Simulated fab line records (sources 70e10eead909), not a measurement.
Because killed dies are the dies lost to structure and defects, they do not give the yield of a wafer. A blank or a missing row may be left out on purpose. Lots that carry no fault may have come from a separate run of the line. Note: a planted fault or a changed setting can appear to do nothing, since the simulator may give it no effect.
Comparing a struck lot with a sound one	flow nand harc	15 out of 1302 route steps
Sound: the wafers L641.2, L641.3, L641.6. Struck: wafers L647.3, L647.6. (L647.2 of the same lot was not struck and is left out.) The cause comes at the end.
Each step with rows lists, per side, the tool, then ch with its chambers, then its first start. Under that, the readings that differ: sound wafers	struck wafers	difference of the means	sigmas: that difference in standard deviations of wafers without a fault.
alike: words and numbers the same on both sides, and readings whose means are apart by under 2 such deviations; not compared: readings that were withheld, readings missing a value for some wafer, numbers with overlapping values and no deviation given by the record, and bounds like >300 which may hide the same value.
A row with sigmas, a row that says differs or no value, or rows on one side alone: a step with any of these is where the two part. When numbers do not overlap yet have no deviation, they are printed without sigmas and do not part them. Lack of a reading on every wafer of one side parts them only where that side has two or more wafers.

first, 4 steps without rows for these wafers: NHARC_P_BONDPAD_EBR_05; NHARC_P_BONDPAD_EXPOSE_06 (exposes mask P BPAD); NHARC_P_BONDPAD_PEB_07 (peb time 80 s); NHARC_P_BONDPAD_DEVELOP_08 (time 50 s).
NHARC_P_BONDPAD_CD_MEAS_09: target cd 500 nm.
  sound on cd sem-02 ch 0, day 12 13:53; struck on cd sem-01 ch 0, day 14 23:32
  alike: cd nm
NHARC_P_BONDPAD_OVL_MEAS_38:
  sound: overlay-01 at day 12 13:59; struck: overlay-01 at day 14 23:37
  alike: overlay x nm, overlay y nm
then, 1 step without rows for these wafers: NHARC_P_BONDPAD_HARDBAKE_10 (time 65 s).
NHARC_P_BONDPAD_DESCUM_11: chemistry O2, time 3 s.
  sound on rie diel-10 ch 1,2,3, day 12 14:06; struck on rie diel-10 ch 0,3, day 14 23:46
  alike: drypump motor current A, oes product au, rf vpp V, showerhead plenum p Torr, throttle valve pct
  not compared: rf hours counter h
NHARC_P_BONDPAD_ETCH_37: etches the open film in N2/H2, target depth 60 nm, overetch 18 nm, time 65.91 s.
  sound on rie diel-10 ch 0,3, day 12 14:11; struck on rie diel-10 ch 2, day 14 23:51
  alike: drypump motor current A, oes product au, rf vpp V, showerhead plenum p Torr, throttle valve pct
  not compared: rf hours counter h
NHARC_P_BONDPAD_ETCH_12: etches the open film in CHF3/O2, target depth 200 nm, time 100 s.
  sound: rie diel-10 ch 2,3; struck: rie diel-10 ch 0
reading	sound	struck	difference	sigmas
oes product au (a.u.)	0.928 0.923 0.928	0.969 0.978	+0.047	+2
rf vpp V (V)	367.4 366.8 368.4	372.9 372.5	+5.2	+2
showerhead plenum p Torr (Torr)	2.25 2.28 2.25	2.50 2.50	+0.24	+2
  alike: drypump motor current A, throttle valve pct
  not compared: rf hours counter h
NHARC_P_BONDPAD_CD_MEAS_13:
  sound: cd sem-02 at day 12 14:25; struck: cd sem-01 at day 15 00:07
  alike: cd nm
NHARC_P_BONDPAD_STRIP_15: strips in O2.
  sound on rie diel-01 ch 0,1, day 12 14:31; struck on rie diel-10 ch 0,3, day 15 00:11
  alike: drypump motor current A, oes product au, rf vpp V, showerhead plenum p Torr, throttle valve pct
  not compared: rf hours counter h
NHARC_P_BONDPAD_ETCH_24: etches the open film in CF4/N2, target depth 30 nm, time 72.99 s.
  sound on rie diel-01 ch 0,1,3, day 12 14:39; struck on rie diel-10 ch 2, day 15 00:22
reading	sound	struck	difference	sigmas
over etch frac	0.3 0.3 0.3	0.52697 0.52697	+0.22697	
  alike: drypump motor current A, oes product au, rf vpp V, showerhead plenum p Torr, throttle valve pct
  not compared: rf hours counter h
then, 1 step without rows for these wafers: NHARC_P_BONDPAD_STRIP_16 (strips in post etch residue remover, time 600 s).
NHARC_END_SORT_01:
  the record has rows for the sound wafers here (prober-01 ch 0, day 29 18:53) and none for the struck ones

## WHERE THEY PART
Last at NHARC_END_SORT_01 as far as this record goes, first at NHARC_P_BONDPAD_ETCH_12.

WHY: whatever the simulator had introduced
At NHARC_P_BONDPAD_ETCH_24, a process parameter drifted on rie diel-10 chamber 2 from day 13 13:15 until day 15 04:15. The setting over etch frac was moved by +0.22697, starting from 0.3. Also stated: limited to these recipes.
